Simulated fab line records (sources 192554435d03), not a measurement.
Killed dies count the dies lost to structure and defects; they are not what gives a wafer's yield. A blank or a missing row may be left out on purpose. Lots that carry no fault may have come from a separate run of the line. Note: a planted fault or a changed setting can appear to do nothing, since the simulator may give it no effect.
Split-lot experiment | flow n5_finfet | 39 wafers read across 7 lots, on a route 1938 steps long

== ABOUT THE SPLIT ==
At N5_GATE_CUT_ETCH_58 (etches SiNx in CH3F/O2, target depth 17 nm, time 128.6 s), the setting target_depth_a was moved away from the recipe's 170 angstrom on 15 of the 39 wafers read, by -54.5% to +37.9%. For the rest of the wafers, this setting stayed at what the recipe calls for.

Reading taken at the split's own step.

== THE READING ==
SiNx_of_SDB_ALD_29.thk_nm (the simulator's own value, which no gauge read), in nm, at N5_GATE_CUT_ETCH_58 (etches SiNx in CH3F/O2, target depth 17 nm, time 128.6 s). No usual value for it is given in the file. Average 24.6 nm, standard deviation 0.11 nm, over the 24 wafers here run with the recipe.

wafer  | tool, chamber at the split | target_depth_a as run, angstrom | against the recipe | SiNx_of_SDB_ALD_29.thk_nm, nm | against lot-mates on the recipe
L079.1 | rie_diel-06, 0             | 217.7                           | +28.1%             | 23.8                          | -1.0
L079.2 | rie_diel-06, 1             | 170                             | recipe             | 24.8                          | -
L079.3 | rie_diel-06, 2             | 217.7                           | +28.1%             | 23.8                          | -1.0
L079.4 | rie_diel-06, 3             | 170                             | recipe             | 24.8                          | -
L079.5 | rie_diel-06, 1             | 170                             | recipe             | 24.8                          | -
L079.6 | rie_diel-06, 0             | 217.7                           | +28.1%             | 24                            | -0.8
L083.1 | rie_diel-03, 1             | 234.4                           | +37.9%             | 23.6                          | -1.0
L083.2 | rie_diel-03, 0             | 170                             | recipe             | 24.6                          | -
L083.3 | rie_diel-03, 2             | 234.4                           | +37.9%             | 23.6                          | -1.0
L083.4 | rie_diel-03, 3             | 170                             | recipe             | 24.6                          | -
L083.5 | rie_diel-03, 3             | 170                             | recipe             | 24.6                          | -
L083.6 | rie_diel-03, 2             | 234.4                           | +37.9%             | 23.6                          | -1.0
L084.1 | rie_diel-03, 3             | 170                             | recipe             | 24.6                          | -
L084.5 | rie_diel-03, 1             | 170                             | recipe             | 24.6                          | -
L084.6 | rie_diel-03, 0             | 170                             | recipe             | 24.6                          | -
L086.1 | rie_diel-03, 3             | 170                             | recipe             | 24.6                          | -
L086.2 | rie_diel-03, 0             | 170                             | recipe             | 24.6                          | -
L086.3 | rie_diel-03, 2             | 170                             | recipe             | 24.6                          | -
L086.4 | rie_diel-03, 1             | 170                             | recipe             | 24.6                          | -
L086.5 | rie_diel-03, 0             | 170                             | recipe             | 24.6                          | -
L086.6 | rie_diel-03, 1             | 170                             | recipe             | 24.6                          | -
L089.1 | rie_diel-01, 2             | 170                             | recipe             | 24.4                          | -
L089.2 | rie_diel-01, 3             | 170                             | recipe             | 24.4                          | -
L089.3 | rie_diel-01, 1             | 211.1                           | +24.2%             | 24                            | -0.4
L089.4 | rie_diel-01, 0             | 170                             | recipe             | 24.4                          | -
L089.5 | rie_diel-01, 3             | 211.1                           | +24.2%             | 23.8                          | -0.6
L089.6 | rie_diel-01, 2             | 211.1                           | +24.2%             | 23.8                          | -0.6
L091.1 | rie_diel-03, 2             | 77.29                           | -54.5%             | 26                            | +1.5
L091.2 | rie_diel-03, 3             | 77.29                           | -54.5%             | 25.8                          | +1.3
L091.3 | rie_diel-03, 1             | 170                             | recipe             | 24.6                          | -
L091.4 | rie_diel-03, 0             | 77.29                           | -54.5%             | 26                            | +1.5
L091.5 | rie_diel-03, 0             | 170                             | recipe             | 24.4                          | -
L091.6 | rie_diel-03, 1             | 170                             | recipe             | 24.6                          | -
L092.1 | rie_diel-01, 2             | 107.1                           | -37.0%             | 25.8                          | +1.3
L092.2 | rie_diel-01, 1             | 107.1                           | -37.0%             | 25.6                          | +1.1
L092.3 | rie_diel-01, 0             | 170                             | recipe             | 24.4                          | -
L092.4 | rie_diel-01, 3             | 170                             | recipe             | 24.6                          | -
L092.5 | rie_diel-01, 3             | 107.1                           | -37.0%             | 25.6                          | +1.1
L092.6 | rie_diel-01, 2             | 170                             | recipe             | 24.6                          | -

FIT RESULTS
A straight line over all 39 wafers: SiNx_of_SDB_ALD_29.thk_nm changes by -0.0263 nm for each +1% of target_depth_a; r = -0.98; the points scatter about the line by 0.12 nm.
The same after taking each lot's own level away (the mean of its wafers on the recipe; 39 wafers): -0.0273 nm for each +1%; r = -0.99; scatter 0.099 nm.
Per that fit: largest target_depth_a move, reading shift of 1.5 nm.
The lots' own levels span 24.40 to 24.80 nm, that is 3.5 times the standard deviation above.
Hence the lot-to-lot level has little effect on the slope; both slopes agree.
Check: +1.5 nm against its lot-mates is what the line predicts for one of the wafers moved furthest among these (-54.5%) when that wafer is left out of the fit. Against them it came out at +1.47 nm.

== THE OTHER SPLITS THESE WAFERS WENT THROUGH ==
Note: prior to the reading, these wafers also went through further splits. Each is held against what the fit with the lots' levels taken away leaves over:
other split on the same wafers           | wafers away from the commonest value | r with SiNx_of_SDB_ALD_29.thk_nm (lot level and that fit taken away)
N5_PMOS_HMC_CHANNEL_EPI_HM_DEP_34 time_s | 15                                   | +0.24
N5_SD_EPI_P_EPI_21 time_s                | 18                                   | +0.28

== THE WHOLE CHAIN: every reading that the file lists as answering this split, in the file's order ==
step                | what it does                                             | reading                                                                    | change (the file's fit)                | r (the file's)
N5_GATE_CUT_ETCH_58 | etches SiNx in CH3F/O2, target depth 17 nm, time 128.6 s | etch.depth_nm (the simulator's own value, which no gauge read)             | +0.172 nm for each +1% of the setting  | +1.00
N5_GATE_CUT_ETCH_58 | etches SiNx in CH3F/O2, target depth 17 nm, time 128.6 s | SiNx_of_SDB_ALD_29.thk_nm (the simulator's own value, which no gauge read) | -0.0273 nm for each +1% of the setting | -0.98

== FILE'S OWN FIT ==
SiNx_of_SDB_ALD_29.thk_nm changes by -0.0273 nm for each +1% of target_depth_a, r = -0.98.
